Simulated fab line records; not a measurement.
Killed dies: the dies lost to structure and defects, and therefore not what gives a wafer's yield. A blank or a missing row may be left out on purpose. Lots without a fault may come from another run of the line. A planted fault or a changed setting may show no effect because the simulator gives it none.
Split-lot trial ; flow n5_finfet ; 21 wafers read across 7 lots, on a route 1938 steps long

## ABOUT THE SPLIT
At N5_BEOL_M9_HM_DEP_02 (deposits TiN, target thk 20 nm), the setting target_thk_a was moved away from the recipe's 200 angstrom on 8 of the 21 wafers read, by -6.2% to +11.8%. All remaining wafers had this setting at the recipe value.

## FROM THE SPLIT TO THE READING: what the file shows between them, 5 steps
- N5_BEOL_M9_COAT_59: time 60 s, resist thk 100 nm (also split here: temp_c)
- N5_BEOL_M9_COAT_60: time 60 s, resist thk 30 nm
- N5_BEOL_M9_COAT_05: resist thk 90 nm
- N5_BEOL_M9_STRIP_68: strips in N2/H2
- N5_BEOL_M9_STRIP_67: strips in CF4

## THE READING
etch.depth_nm (the simulator's own value, which no gauge read), in nm, at N5_BEOL_M9_HM_OPEN_17 (chemistry Cl2/BCl3, target TiN, target depth 20 nm, overetch 6 nm). The file gives no usual value for it. Here, 13 wafers ran the recipe; their average is 19.88 nm with a standard deviation of 0.24 nm.

wafer;tool, chamber at the split;target_thk_a as run, angstrom;against the recipe;etch.depth_nm, nm;against lot-mates on the recipe
L075.1;pvd_sputter-01, -;200;recipe;20.1;-
L075.3;pvd_sputter-01, -;200;recipe;19.96;-
L075.4;pvd_sputter-01, -;200;recipe;20.19;-
L078.1;pvd_sputter-03, -;200;recipe;19.75;-
L078.2;pvd_sputter-03, -;200;recipe;19.87;-
L078.6;pvd_sputter-03, -;223.6;+11.8%;22.22;+2.41
L085.1;pvd_sputter-01, -;187.7;-6.2%;18.73;-1.40
L085.5;pvd_sputter-01, -;187.7;-6.2%;18.57;-1.56
L085.6;pvd_sputter-01, -;200;recipe;20.13;-
L087.3;pvd_sputter-02, -;200;recipe;20.04;-
L087.6;pvd_sputter-02, -;200;recipe;20.04;-
L087.4;pvd_sputter-02, -;192.8;-3.6%;19.31;-0.73
L093.3;pvd_sputter-01, -;200;recipe;19.84;-
L093.4;pvd_sputter-01, -;221.9;+10.9%;21.92;+2.08
L093.6;pvd_sputter-01, -;221.9;+10.9%;21.76;+1.92
L097.3;pvd_sputter-03, -;209;+4.5%;20.74;+0.68
L097.5;pvd_sputter-03, -;200;recipe;20.06;-
L097.6;pvd_sputter-03, -;209;+4.5%;20.65;+0.59
L092.1;pvd_sputter-02, -;200;recipe;19.39;-
L092.3;pvd_sputter-02, -;200;recipe;19.56;-
L092.6;pvd_sputter-02, -;200;recipe;19.57;-

THE FIT
A straight line over all 21 wafers: etch.depth_nm changes by +0.187 nm for each +1% of target_thk_a; r = +0.98; the points scatter about the line by 0.21 nm.
The same after taking each lot's own level away (the mean of its wafers on the recipe; 21 wafers): +0.198 nm for each +1%; r = +0.99; scatter 0.13 nm.
On that fit, the largest move of target_thk_a shifts the reading by 2.3 nm.
The lots' own levels span 19.507 to 20.130 nm, that is 2.6 times the standard deviation above.
Consequently the slope shifts little with the lot-to-lot level, the two slopes agreeing.
Check: +2.22 nm against its lot-mates is what the line predicts for one of the wafers moved furthest among these (+11.8%) when that wafer is left out of the fit. Against them it came out at +2.41 nm.

## FURTHER SPLITS ON THESE WAFERS
Note: prior to the reading, these wafers also went through further splits. Each is held against what the fit with the lots' levels taken away leaves over:
other split on the same wafers;wafers away from the commonest value;r with etch.depth_nm (lot level and that fit taken away)
N5_BEOL_M8_DEVELOP_10 develop_time_s;6;-0.02
N5_BEOL_M9_COAT_59 temp_c;6;-0.16

## THE WHOLE CHAIN: every reading that the file lists as answering this split, in the file's order
step;what it does;reading;change (the file's fit);r (the file's)
N5_BEOL_M9_HM_DEP_02;deposits TiN, target thk 20 nm;TiN_of_BEOL_M9_HM_DEP_02.thk_nm (the simulator's own value, which no gauge read);+0.199 nm for each +1% of the setting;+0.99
N5_BEOL_M9_HM_OPEN_17;chemistry Cl2/BCl3, target TiN, target depth 20 nm, overetch 6 nm;etch.depth_nm (the simulator's own value, which no gauge read);+0.196 nm for each +1% of the setting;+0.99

## THE FILE'S OWN FIT
etch.depth_nm changes by +0.196 nm for each +1% of target_thk_a, r = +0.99.
